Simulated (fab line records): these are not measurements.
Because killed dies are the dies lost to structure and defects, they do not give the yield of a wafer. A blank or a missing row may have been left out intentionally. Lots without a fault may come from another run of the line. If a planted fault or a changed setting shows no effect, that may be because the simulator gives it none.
fab line records -- flow n5-finfet
record: lots: 9, wafers: 27, last-day: 20
route steps=1938 shown BEOL_M4@1057
lots untouched by any fault: they come from a run of this same line in which no faults occurred
start-h: start of the lot's first displayed wafer, in hours after the record's first day -- wait-h: time in hours since the lot's previous step -- " the same as in the row above -- L1.1+2: a single row standing in for several wafers -- - value missing, or start not given -- * or withheld: withheld -- < > ~ a bound
route shown NAME@n: a module of which the file shows steps, and the number in the route of the first -- usual: mean and standard deviation over wafers with no fault -- same: alike in all rows -- chamber/n: place in a boat -- sites: the reading at each site -- _std_site: the values' standard deviation -- _edge_site: inner sites' mean taken away from outer sites' mean -- radius-mm: how far each site lies from the wafer's centre -- mask NAME#n: copy n -- behind: tool/chamber where the wafer was last shaped -- hold: the reason the lot was held/the length of the hold in hours/how it ended -- device: which transistor (n, p or np) failed to switch -- end of line: the same wafers' tests at the end of the route -- a step given without rows: its recipe and nothing more -- killed: at the first sort, the dies lost to defects and structure; wafer yield is something else -- map: dies across one wafer; x = killed, . = not, _ = none there
set.NAME: the setting the step ran with; set.NAME@STEP: the setting that earlier step ran with -- model.NAME: the simulator's own value behind a step, which no gauge read
route steps across a sampled set of lots; one table per step, one row per wafer
services: a tool's chamber out of use, with start hour (start-h, from the record's first day; less than 0 if before it), hours out, and reason
== steps ==
step: N5_BEOL_M4_OVL_MEAS_29
recipe: points-per-wafer: 522
usual: V3_OVL: -0.2/0.64
lot.wafer,tool,chamber,start-h,wait-h,V3_OVL[nm]
L566.2,overlay-02,0,168.78,0.0,-0.2
L566.5,overlay-02,0,168.78,0.0,-1.0
L566.6,overlay-02,0,168.78,0.0,-0.7
L567.2,overlay-02,0,213.38,0.0,-0.7
L567.3,overlay-02,0,213.38,0.0,-0.5
L567.4,overlay-02,0,213.38,0.0,-0.5
L569.1,overlay-02,0,229.89,0.0,-0.4
L569.2,overlay-02,0,229.89,0.0,-0.6
L569.5,overlay-02,0,229.89,0.0,-0.6
L578.1,overlay-01,0,283.94,0.0,-0.2
L578.4,overlay-01,0,283.94,0.0,-0.7
L578.6,overlay-01,0,283.94,0.0,-0.7
L582.1,overlay-01,0,311.00,0.0,0.0
L582.4,overlay-01,0,311.00,0.0,0.0
L582.5,overlay-01,0,311.00,0.0,0.1
L584.1,overlay-01,0,311.96,0.0,-0.4
L584.2,overlay-01,0,311.96,0.0,-0.9
L584.5,overlay-01,0,311.96,0.0,-0.1
L583.1,overlay-02,0,312.14,0.0,0.0
L583.4,overlay-02,0,312.14,0.0,-0.3
L583.6,overlay-02,0,312.14,0.0,-0.4
L587.1,overlay-02,0,352.10,0.0,-0.1
L587.2,overlay-02,0,352.10,0.0,-0.3
L587.4,overlay-02,0,352.10,0.0,0.0
L589.4,overlay-02,0,356.20,0.0,-0.1
L589.5,overlay-02,0,356.20,0.0,-0.5
L589.6,overlay-02,0,356.20,0.0,-0.7
step: N5_BEOL_M4_ETCH_69
recipe: chemistry: CF4, target: SiARC, target-depth-a: 156, mask-material: CAR-EUV, time-s: 26, ion-energy-ev: 80, pressure-mtorr: 40, source-w: 545, bias-w: 36, Ar_flow_sccm: 100, cf4-flow-sccm: 100, ends: cleared
usual: drypump-motor-current-A: 5.8/0.44, etch-rf-on-time-s: 25.87/0.28, oes-product-au: 0.66/0.058, rf-vpp-V: 184.6/1, showerhead-plenum-p-Torr: 2.18/0.052, throttle-valve-pct: 15.66/0.22
lot.wafer,tool,chamber,start-h,wait-h,drypump-motor-current-A,etch-rf-on-time-s,oes-product-au,rf-hours-counter-h,rf-vpp-V,showerhead-plenum-p-Torr,throttle-valve-pct
L566.2,rie-diel-04,1,168.95,0.0,5.3,26.11,0.69,89,185.6,2.15,15.32
L566.5,rie-diel-04,1,168.95,0.0,5.3,25.91,0.69,-,184.3,2.15,15.31
L566.6,rie-diel-04,2,168.95,0.0,5.4,25.63,0.61,-,185.2,2.20,16.08
L567.2,rie-diel-04,3,213.68,0.0,6.5,25.88,0.64,190,186.0,2.21,15.48
L567.3,rie-diel-04,1,213.68,0.0,5.3,25.79,0.69,97,185.2,2.15,15.31
L567.4,rie-diel-04,0,213.68,0.0,6.4,25.53,0.78,17,185.7,2.27,15.46
L569.1,rie-diel-04,2,230.15,0.0,5.5,25.85,0.60,210,184.3,2.20,16.11
L569.2,rie-diel-04,1,230.15,0.0,5.3,25.95,0.68,100,183.0,2.15,15.33
L569.5,rie-diel-04,1,230.15,0.0,5.3,25.58,0.69,-,183.7,2.15,15.33
L578.1,rie-diel-04,1,284.10,0.0,5.3,25.86,0.66,127,184.4,2.14,15.37
L578.4,rie-diel-04,3,284.10,0.0,6.5,25.93,0.63,206,184.7,2.21,15.51
L578.6,rie-diel-04,0,284.10,0.0,6.4,25.32,0.75,-,185.6,2.26,15.53
L582.1,rie-diel-01,3,311.74,0.0,5.6,26.04,0.63,177,183.8,2.14,15.84
L582.4,rie-diel-01,2,311.74,0.0,6.2,25.63,0.68,-,183.0,2.08,15.78
L582.5,rie-diel-01,1,311.74,0.0,5.8,25.72,0.67,-,183.8,2.14,15.60
L584.1,rie-diel-04,2,312.59,0.0,5.4,25.87,0.58,248,184.4,2.19,16.17
L584.2,rie-diel-04,1,312.59,0.0,5.3,26.52,0.64,138,182.7,2.14,15.39
L584.5,rie-diel-04,2,312.59,0.0,5.4,26.28,0.57,-,183.9,2.19,16.18
L583.1,rie-diel-04,1,312.70,0.0,5.3,26.09,0.65,138,183.6,2.14,15.39
L583.4,rie-diel-04,0,312.70,0.0,6.4,25.45,0.74,57,185.5,2.26,15.55
L583.6,rie-diel-04,2,312.70,0.0,5.4,25.80,0.58,-,184.6,2.19,16.18
L587.1,rie-diel-06,3,352.24,0.0,5.9,25.90,0.60,198,184.9,2.12,15.65
L587.2,rie-diel-06,2,352.24,0.0,5.1,25.78,0.59,230,184.8,2.21,15.65
L587.4,rie-diel-06,1,352.24,0.0,5.7,25.89,0.68,118,184.3,2.15,15.72
L589.4,rie-diel-04,0,356.32,0.0,6.4,25.73,0.72,71,184.6,2.25,15.57
L589.5,rie-diel-04,3,356.32,0.0,6.5,26.19,0.61,-,186.1,2.20,15.58
L589.6,rie-diel-04,2,356.32,0.0,5.4,25.62,0.80,-,183.3,2.18,15.69
step: N5_BEOL_M4_ETCHBACK_99
recipe: chemistry: CHF3, target: SiO2, target-depth-a: 50, time-s: 10.4, source-w: 215, bias-w: 47, Ar_flow_sccm: 200, CHF3_flow_sccm: 12, ion-energy-ev: 100, pressure-mtorr: 30
usual: drypump-motor-current-A: 5.8/0.42, oes-product-au: 0.77/0.058, rf-vpp-V: 241/3.1, showerhead-plenum-p-Torr: 2.18/0.056, throttle-valve-pct: 17.12/0.19
lot.wafer,tool,chamber,start-h,wait-h,drypump-motor-current-A,oes-product-au,rf-hours-counter-h,rf-vpp-V,showerhead-plenum-p-Torr,throttle-valve-pct
L566.2,rie-diel-06,1,178.96,9.8,5.7,0.83,68,246,2.18,17.07
L566.5,rie-diel-06,2,178.96,9.8,5.1,0.73,-,245,2.24,16.95
L566.6,rie-diel-06,3,178.96,9.8,5.9,0.76,-,240,2.16,17.03
L567.2,rie-diel-04,3,221.50,7.6,6.5,0.75,192,244,2.23,16.91
L567.3,rie-diel-04,0,221.50,7.6,6.4,0.93,19,239,2.29,16.93
L567.4,rie-diel-04,2,221.50,7.6,5.4,0.70,208,243,2.21,17.55
L569.1,rie-diel-01,1,231.06,0.8,5.7,0.81,96,239,2.17,17.06
L569.2,rie-diel-01,2,231.06,0.8,6.2,0.84,73,238,2.09,17.21
L569.5,rie-diel-01,0,231.06,0.8,5.7,0.83,-,244,2.26,17.09
L578.1,rie-diel-06,3,284.48,0.1,5.9,0.72,172,241,2.15,17.09
L578.4,rie-diel-06,2,284.48,0.1,5.1,0.72,205,245,2.23,17.01
L578.6,rie-diel-06,3,284.48,0.1,5.9,0.73,-,240,2.15,17.09
L582.1,rie-diel-01,1,316.06,4.0,5.7,0.78,127,242,2.16,17.10
L582.4,rie-diel-01,1,316.06,4.0,5.8,0.78,-,241,2.16,17.11
L582.5,rie-diel-01,2,316.06,4.0,6.2,0.80,-,240,2.08,17.25
L584.1,rie-diel-04,1,319.44,6.7,5.3,0.76,142,236,2.14,16.82
L584.2,rie-diel-04,3,319.44,6.7,6.5,0.73,220,245,2.22,16.97
L584.5,rie-diel-04,1,319.44,6.7,5.3,0.75,-,238,2.14,16.85
L583.1,rie-diel-06,3,319.46,6.6,5.9,0.73,185,239,2.14,17.15
L583.4,rie-diel-06,0,319.46,6.6,6.0,0.71,228,235,2.11,17.32
L583.6,rie-diel-06,1,319.46,6.6,5.7,0.81,-,245,2.17,17.13
L587.1,rie-diel-01,3,357.04,4.7,5.6,0.71,196,241,2.15,17.36
L587.2,rie-diel-01,0,357.04,4.7,5.7,0.79,119,244,2.25,17.13
L587.4,rie-diel-01,2,357.04,4.7,6.3,0.77,125,239,2.08,17.28
L589.4,rie-diel-04,1,362.92,6.0,5.3,0.73,161,236,2.14,16.87
L589.5,rie-diel-04,3,362.92,6.0,6.5,0.71,-,246,2.21,17.00
L589.6,rie-diel-04,2,362.92,6.0,5.4,0.93,-,243,2.19,17.17
step: N5_BEOL_M4_HM_STRIP_39
recipe: chemistry: peroxide-tin-strip, material: TiN, target-depth-a: 250, temp-c: 50, time-s: 158
usual: run-length-s: 165/3.4
lot.wafer,tool,chamber,start-h,wait-h,run-length-s
L566.2,wet-bench-02,2,179.39,0.0,163
L566.5,wet-bench-02,6,179.39,0.0,164
L566.6,wet-bench-02,4,179.39,0.0,165
L567.2,wet-bench-02,4,221.93,0.0,164
L567.3,wet-bench-02,2,221.93,0.0,162
L567.4,wet-bench-02,7,221.93,0.0,165
L569.1,wet-bench-02,6,231.49,0.0,163
L569.2,wet-bench-02,0,231.49,0.0,167
L569.5,wet-bench-02,2,231.49,0.0,162
L578.1,wet-bench-02,5,284.91,0.0,154
L578.4,wet-bench-02,3,284.91,0.0,156
L578.6,wet-bench-02,6,284.91,0.0,156
L582.1,wet-bench-04,7,316.49,0.0,163
L582.4,wet-bench-04,0,316.49,0.0,163
L582.5,wet-bench-04,5,316.49,0.0,163
L584.1,wet-bench-04,6,319.87,0.0,162
L584.2,wet-bench-04,2,319.87,0.0,162
L584.5,wet-bench-04,3,319.87,0.0,166
L583.1,wet-bench-05,2,319.88,0.0,170
L583.4,wet-bench-05,7,319.88,0.0,169
L583.6,wet-bench-05,3,319.88,0.0,172
L587.1,wet-bench-02,7,357.47,0.0,173
L587.2,wet-bench-02,2,357.47,0.0,170
L587.4,wet-bench-02,4,357.47,0.0,172
L589.4,wet-bench-04,2,363.35,0.0,162
L589.5,wet-bench-04,5,363.35,0.0,162
L589.6,wet-bench-04,1,363.35,0.0,162
step: N5_BEOL_M4_RC_MEAS_101
usual: DIBL_N: 36.5/1.2, DIBL_P: 36.5/1.6, IOFF_N: 0.162/0.023, IOFF_P: 0.221/0.03, ION_N: 678/8, ION_P: 466/6.3, SS_N: 71.6/0.46, SS_P: 73.3/0.57, VT_N: 249.2/2.6, VT_P: -249/3.3
lot.wafer,tool,chamber,start-h,wait-h,DIBL_N[mV/V],DIBL_P[mV/V],IOFF_N[nA/um],IOFF_P[nA/um],ION_N[uA/um],ION_P[uA/um],SS_N[mV/dec],SS_P[mV/dec],VT_N[mV],VT_P[mV]
L566.2,prober-02,0,183.81,0.3,38.6,36.2,0.178,0.225,683,463,71.8,73.7,247.0,-252
L566.5,prober-02,0,183.81,0.3,36.6,34.8,0.144,0.207,665,460,71.2,73.2,249.8,-250
L566.6,prober-02,0,183.81,0.3,37.1,34.5,0.149,0.197,679,463,72.2,72.9,249.5,-252
L567.2,prober-02,0,227.78,0.2,36.0,36.5,0.144,0.206,675,469,71.5,73.3,252.9,-250
L567.3,prober-02,0,227.78,0.2,37.7,39.4,0.172,0.268,675,476,71.9,73.8,246.7,-247
L567.4,prober-02,0,227.78,0.2,38.3,39.4,0.186,0.272,688,475,71.6,73.1,248.1,-244
L569.1,prober-02,0,235.17,0.0,34.9,33.9,0.131,0.212,674,468,71.7,72.4,250.3,-247
L569.2,prober-02,0,235.17,0.0,35.4,32.9,0.129,0.198,664,456,71.5,72.3,253.1,-251
L569.5,prober-02,0,235.17,0.0,36.6,34.1,0.145,0.216,668,469,72.1,72.4,250.4,-247
L578.1,prober-02,0,290.03,0.0,37.5,36.6,0.181,0.252,674,459,72.5,73.3,250.2,-246
L578.4,prober-02,0,290.03,0.0,38.3,38.0,0.198,0.271,677,466,72.7,73.6,248.7,-245
L578.6,prober-02,0,290.03,0.0,36.6,36.3,0.161,0.251,673,465,71.7,72.7,247.8,-245
L582.1,prober-02,0,320.28,0.0,35.0,36.7,0.145,0.218,684,475,71.1,73.9,249.7,-248
L582.4,prober-02,0,320.28,0.0,35.2,35.8,0.135,0.209,681,474,71.5,73.2,251.7,-251
L582.5,prober-02,0,320.28,0.0,36.1,37.5,0.160,0.250,686,481,71.6,73.1,249.6,-246
L584.1,prober-01,0,323.73,0.0,36.2,38.9,0.194,0.254,695,471,72.0,73.8,247.0,-246
L584.2,prober-01,0,323.73,0.0,35.3,38.1,0.165,0.232,677,464,72.7,72.7,248.3,-248
L584.5,prober-01,0,323.73,0.0,34.6,36.3,0.152,0.215,678,465,71.9,73.0,251.2,-247
L583.1,prober-01,0,325.68,0.0,36.9,36.6,0.173,0.202,686,460,71.6,73.0,248.1,-253
L583.4,prober-01,0,325.68,0.0,35.9,36.2,0.165,0.208,693,468,71.5,73.9,248.6,-250
L583.6,prober-01,0,325.68,0.0,35.0,35.2,0.147,0.184,682,463,70.8,72.8,249.1,-251
L587.1,prober-02,0,361.53,0.0,37.5,37.2,0.169,0.210,675,462,72.1,73.1,250.7,-251
L587.2,prober-02,0,361.53,0.0,37.1,36.5,0.147,0.203,669,462,72.0,72.9,251.4,-249
L587.4,prober-02,0,361.53,0.0,35.6,34.3,0.125,0.176,668,459,70.9,73.2,253.9,-252
L589.4,prober-02,0,367.87,0.5,38.1,38.1,0.181,0.251,678,468,72.3,74.5,248.3,-249
L589.5,prober-02,0,367.87,0.5,37.7,36.9,0.170,0.233,691,469,72.2,74.4,249.1,-247
L589.6,prober-02,0,367.87,0.5,39.2,38.9,0.206,0.258,690,463,72.1,73.9,245.9,-249
== services ==
tool,chamber,start-h,hours,kind
rie-diel-06,-,152.62,0.9,repair
rie-diel-01,0,161.28,4.4,repair
wet-bench-04,-,182.18,3.9,repair
rie-diel-01,1,187.71,6.8,repair
rie-diel-06,1,214.42,9.5,repair
rie-diel-01,-,234.77,2.8,pm
rie-diel-06,3,258.10,3.1,repair
wet-bench-02,-,259.93,0.5,repair
rie-diel-04,3,260.32,20.8,repair
rie-diel-06,1,301.28,8.3,repair
rie-diel-06,-,310.71,2.8,pm
rie-diel-01,0,311.39,14.6,repair
rie-diel-04,2,317.65,-,clean
rie-diel-04,2,317.65,-,consumable-replace:focus-ring
rie-diel-04,2,317.65,19.5,scheduled-down
rie-diel-04,2,317.65,19.5,vent-cycle
rie-diel-01,1,323.83,2.3,repair
rie-diel-04,0,328.48,9.2,repair
rie-diel-01,1,337.50,9.0,repair
== key ==
first-sign: step: N5_BEOL_M4_HM_STRIP_39, reading: run-length-s, direction: down, sigmas: 3, usual: *, struck: *
effect none on later readings
met-at N5_BEOL_M4_HM_STRIP_39
struck-lots L578
not-acting-at N5_BEOL_M4_OVL_MEAS_29,N5_BEOL_M4_ETCH_69,N5_BEOL_M4_ETCHBACK_99
onset-between 231.49 284.91
fault: kind: process-parameter-drift, tool: wet-bench-02, chamber: -, onset-h: 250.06, steps: N5_BEOL_M4_HM_STRIP_39, channel: time-s, offset: *, shape: step, end-h: 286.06, acts-in: *, stated: *
